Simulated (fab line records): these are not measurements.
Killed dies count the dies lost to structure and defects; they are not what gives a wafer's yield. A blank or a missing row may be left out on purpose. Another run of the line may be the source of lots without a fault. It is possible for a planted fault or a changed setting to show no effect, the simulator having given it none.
8D (eight disciplines) problem report, filled in by code :: flow n5-finfet :: the parts of the form that need people (team, actions taken, sign-off) are left out

## 1. THE PROBLEM
At N5_BEOL_M11_COAT_59, spin-speed-rpm averages 1380.3 rpm over 6 wafers from 2 lots, while fault-free wafers read 1500.1 rpm, standard deviation 0.98. That is -99 or more standard deviations from the usual mean.
The step: time 60 s, resist thk 100 nm.
The first sign was on wafer L262.1 at day 15 09:02, on litho-track-04. Wafers with a number at this step in the record: 12, from 4 lots. The rule behind "out" and "out of limits": a value lying over 4 standard deviations away from the usual mean. The other wafers with a number count as sound.

## 2. WHAT IT IS, WHAT IT ISN'T
question: which readings at this step
is: spin-speed-rpm
is not: -

question: which lots
is: L262, L263
is not: L244, L266

question: which wafers of those lots
is: all that have a number
is not: -

question: read on which tools
is: litho-track-04
is not: litho-track-02

question: when
is: from day 15 09:02
is not: up to then (3 sound wafers); but 3 sound wafers of L266 came after

## 3. WHAT RULES OUT EACH SUSPECT
Counting: any tool at a process step up to the reading is kept as a suspect provided that every lot that is out went through it and no sound lot did after the first of them.
- litho-track-04 at N5_BEOL_M11_COAT_59 (time 60 s, resist thk 100 nm): kept. It ran every lot that is out, first L262 (day 15 09:02), and no sound lot after that; its last sound lot up to then is L244 (day 10 15:35). Out on those wafers are its own readings of spin-speed-rpm.
Left after counting: litho-track-04 at N5_BEOL_M11_COAT_59.

## 4. THE CAUSE (what the simulator had put in)
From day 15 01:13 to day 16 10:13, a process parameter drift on litho-track-04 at N5_BEOL_M11_COAT_59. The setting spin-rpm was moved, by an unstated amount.
This tool alone remained once counting was done.

## 5. THE EFFECT CHAIN, in route order
Rows list readings where the struck wafers' mean (over those with a number) sits beyond 3 standard deviations from the usual. Scope: only readings with a usual standard deviation given in the record; hours: median across lots of the time from each lot's start at the first step in this table that gives one to its start at this step; sigmas: change in usual standard deviations.
hours: 0
step: N5_BEOL_M11_COAT_59
reading: spin-speed-rpm
usual: 1500.1 rpm
on struck wafers: 1380.3
change: -119.8
sigmas: -99 or more
It contains these process steps:
- N5_BEOL_M11_COAT_59: time 60 s, resist thk 100 nm.

## 6. HOW IT WOULD HAVE BEEN CAUGHT EARLIER
In this record the first reading out of limits was taken at day 15 09:02, 8 hours after the fault began at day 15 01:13.
